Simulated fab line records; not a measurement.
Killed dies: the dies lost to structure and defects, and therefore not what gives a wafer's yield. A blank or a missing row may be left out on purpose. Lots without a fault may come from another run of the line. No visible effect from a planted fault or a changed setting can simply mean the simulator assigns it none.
Which tool did it? ; flow nandHarc ; 13 lots, 37 wafers sampled, at 4 steps of a route of 1302

== WHAT THE GAUGES SHOWED, per wafer ==
No reading from a measuring or inspecting step in the record can be judged against a usual standard deviation.

== WHICH TOOL RAN EACH LOT (tool, then ch and the chambers of the sampled wafers, then the start) ==
lot;NHARC_A_SLIT_ETCH_24;NHARC_A_WL_FILL_RTA_01;NHARC_A_WL_FILL_ETCHBACK_26;NHARC_A_CONTACT_DEP_28
L429;rieDiel-06 ch 1,2,3, day 18 21:41;rtpAnneal-01 ch 0, day 19 13:59;rieSi-04 ch 0,2,3, day 20 08:01;aclDep-02 ch 0, day 20 10:31
L430;rieDiel-06 ch 0,2, day 19 12:14;rtpAnneal-02 ch 0, day 20 01:58;rieSi-04 ch 1,3, day 20 18:30;aclDep-02 ch 0, day 20 22:17
L431;rieDiel-10 ch 1,2,3, day 19 12:23;rtpAnneal-01 ch 0, day 20 01:50;rieSi-03 ch 0,1,3, day 20 18:32;aclDep-01 ch 0, day 21 00:20
L428;rieDiel-12 ch 0,1,3, day 19 12:32;rtpAnneal-01 ch 0, day 20 05:28;rieSi-03 ch 1,3, day 20 21:45;aclDep-01 ch 0, day 21 04:32
L434;rieDiel-12 ch 0,1,3, day 20 21:22;rtpAnneal-02 ch 0, day 21 10:44;rieSi-03 ch 0,1,2, day 22 03:56;aclDep-03 ch 0, day 22 07:11
L433;rieDiel-06 ch 1,2,3, day 20 22:02;rtpAnneal-01 ch 0, day 21 14:23;rieSi-01 ch 1,2, day 22 07:34;aclDep-03 ch 0, day 22 09:59
L437;rieDiel-10 ch 0,1,3, day 22 19:44;rtpAnneal-01 ch 0, day 23 08:08;rieSi-01 ch 1,2,3, day 24 02:25;aclDep-03 ch 0, day 24 04:46
L440;rieDiel-12 ch 1,3, day 23 02:55;rtpAnneal-01 ch 0, day 23 16:58;rieSi-01 ch 1,3, day 24 11:26;aclDep-02 ch 0, day 24 18:07
L442;rieDiel-06 ch 1,2, day 24 13:32;rtpAnneal-02 ch 0, day 25 02:49;rieSi-01 ch 0, day 25 19:41;aclDep-01 ch 0, day 25 23:38
L449;rieDiel-10 ch 1,3, day 27 08:22;rtpAnneal-01 ch 0, day 27 21:45;rieSi-01 ch 2,3, day 28 17:45;aclDep-03 ch 0, day 28 20:14
L448;rieDiel-12 ch 2,3, day 27 12:27;rtpAnneal-02 ch 0, day 28 02:02;rieSi-04 ch 0,2, day 28 17:46;aclDep-02 ch 0, day 28 20:13
L451;rieDiel-12 ch 1,2, day 28 09:44;rtpAnneal-01 ch 0, day 28 23:41;rieSi-04 ch 0,1,2, day 29 16:20;aclDep-03 ch 0, day 29 18:49
L450;rieDiel-06 ch 1,2,3, day 28 11:51;rtpAnneal-01 ch 0, day 29 03:26;rieSi-04 ch 0,1,3, day 29 20:01;aclDep-03 ch 0, day 29 23:42
- NHARC_A_SLIT_ETCH_24: etches the open film in CF4/CHF3, target depth 121 nm, time 60.5 s.
- NHARC_A_WL_FILL_RTA_01: time 5 s.
- NHARC_A_WL_FILL_ETCHBACK_26: etches the open film in HBr, target depth 52 nm, time 13.3 s.
- NHARC_A_CONTACT_DEP_28: deposits aC, target thk 7000 nm.

== WHAT THE TOOLS THEMSELVES READ (means of the sampled wafers that have a number; where no wafer has one, the mark that the record gives instead) ==
NHARC_A_SLIT_ETCH_24. Usual: drypumpMotorCurrentA 5.9 A, standard deviation 0.44; oesProductAu 0.959 a.u., standard deviation 0.017; rfVppV 371.3 V, standard deviation 2; showerheadPlenumPTorr 1.60 Torr, standard deviation 0.052; throttleValvePct 16.801 %, standard deviation 0.0092.
lot;tool;drypumpMotorCurrentA (A);oesProductAu (a.u.);rfVppV (V);showerheadPlenumPTorr (Torr);throttleValvePct (%);flag
L429;rieDiel-06;5.8;0.949;373.3;1.64;16.803;
L430;rieDiel-06;6.0;0.944;371.9;1.61;16.797;
L431;rieDiel-10;5.6;0.975;370.6;1.58;16.796;
L428;rieDiel-12;6.2;0.962;370.0;1.55;16.809;
L434;rieDiel-12;6.2;0.977;370.2;1.55;16.806;
L433;rieDiel-06;5.8;0.968;372.1;1.64;16.816;
L437;rieDiel-10;5.6;0.955;372.3;1.63;16.805;
L440;rieDiel-12;5.9;0.967;369.8;1.56;16.813;
L442;rieDiel-06;5.9;0.964;373.9;1.65;16.796;
L449;rieDiel-10;5.5;0.929;372.0;1.64;16.803;
L448;rieDiel-12;6.0;0.933;371.0;1.60;16.795;
L451;rieDiel-12;5.7;0.942;371.2;1.58;16.804;
L450;rieDiel-06;5.8;0.971;372.8;1.63;16.800;

NHARC_A_WL_FILL_RTA_01. Usual: lampPowerPct 27.9 %, standard deviation 0.42; lamp_zone_2_pct 27.9 %, standard deviation 0.42; wafer_temp_C_max 1003.7, standard deviation 0.98.
lot;tool;lampPowerPct (%);lamp_zone_2_pct (%);wafer_temp_C_max;flag
L429;rtpAnneal-01;28.2;28.2;1003.1;
L430;rtpAnneal-02;27.3;27.3;1004.2;
L431;rtpAnneal-01;28.2;28.2;1003.5;
L428;rtpAnneal-01;28.2;28.2;1004.0;
L434;rtpAnneal-02;27.3;27.3;1005.4;
L433;rtpAnneal-01;28.2;28.2;1003.6;
L437;rtpAnneal-01;28.2;28.2;1003.0;
L440;rtpAnneal-01;28.2;28.2;1002.9;
L442;rtpAnneal-02;27.4;27.4;1004.5;
L449;rtpAnneal-01;28.2;28.2;1003.3;
L448;rtpAnneal-02;27.3;27.4;1004.6;
L451;rtpAnneal-01;28.2;28.1;1004.6;
L450;rtpAnneal-01;28.2;28.2;1003.1;

NHARC_A_WL_FILL_ETCHBACK_26. Usual: drypumpMotorCurrentA 5.5 A, standard deviation 0.38; oesProductAu 1.001 a.u., standard deviation 0.0063; runLengthS 34.4 s, standard deviation 0.39; throttleValvePct 23.267 %, standard deviation 0.0097.
lot;tool;drypumpMotorCurrentA (A);oesProductAu (a.u.);runLengthS (s);throttleValvePct (%);flag
L429;rieSi-04;5.3;1.005;34.0;23.266;
L430;rieSi-04;5.7;1.005;34.4;23.260;
L431;rieSi-03;6.0;0.999;34.2;23.264;
L428;rieSi-03;5.7;1.002;34.6;23.264;
L434;rieSi-03;5.8;1.003;34.4;23.263;
L433;rieSi-01;5.0;0.999;34.7;23.277;
L437;rieSi-01;5.1;1.005;34.7;23.265;
L440;rieSi-01;5.1;1.006;32.3;23.254;OFF
L442;rieSi-01;5.8;0.996;31.8;23.276;OFF
L449;rieSi-01;5.2;1.000;34.6;23.271;
L448;rieSi-04;5.1;1.004;34.1;23.265;
L451;rieSi-04;5.4;1.002;34.1;23.264;
L450;rieSi-04;5.6;0.995;34.1;23.273;

NHARC_A_CONTACT_DEP_28. Usual: throttleValvePct 35.001 %, standard deviation 0.0096.
lot;tool;throttleValvePct (%);flag
L429;aclDep-02;35.001;
L430;aclDep-02;34.997;
L431;aclDep-01;35.000;
L428;aclDep-01;35.007;
L434;aclDep-03;35.005;
L433;aclDep-03;35.011;
L437;aclDep-03;35.003;
L440;aclDep-02;35.010;
L442;aclDep-01;35.005;
L449;aclDep-03;34.996;
L448;aclDep-02;35.010;
L451;aclDep-03;34.997;
L450;aclDep-03;35.000;

== THE ANSWER, worked out from the rows above alone ==
Rule: lot off if the mean of its wafers having a number is beyond 3 standard deviations from the usual mean. Also off: a lot with no number at a reading for which 4 or more lots have one. The other lots that the step has rows for count as sound. The gauges are gone through in route order, then the tools' own readings, and for those a lot's mean is taken as printed above. At the first step where some lot is off, the reading lying furthest off is the one used; lots without a number count as furthest.
Off: L440, L442, at NHARC_A_WL_FILL_ETCHBACK_26 (runLengthS).
A tool fits if, at that step or a process step before it, it ran every lot that is off, and no sound lot after the first of them. None of those tried fits.

== WHAT WAS PUT IN BY THE SIMULATOR ==
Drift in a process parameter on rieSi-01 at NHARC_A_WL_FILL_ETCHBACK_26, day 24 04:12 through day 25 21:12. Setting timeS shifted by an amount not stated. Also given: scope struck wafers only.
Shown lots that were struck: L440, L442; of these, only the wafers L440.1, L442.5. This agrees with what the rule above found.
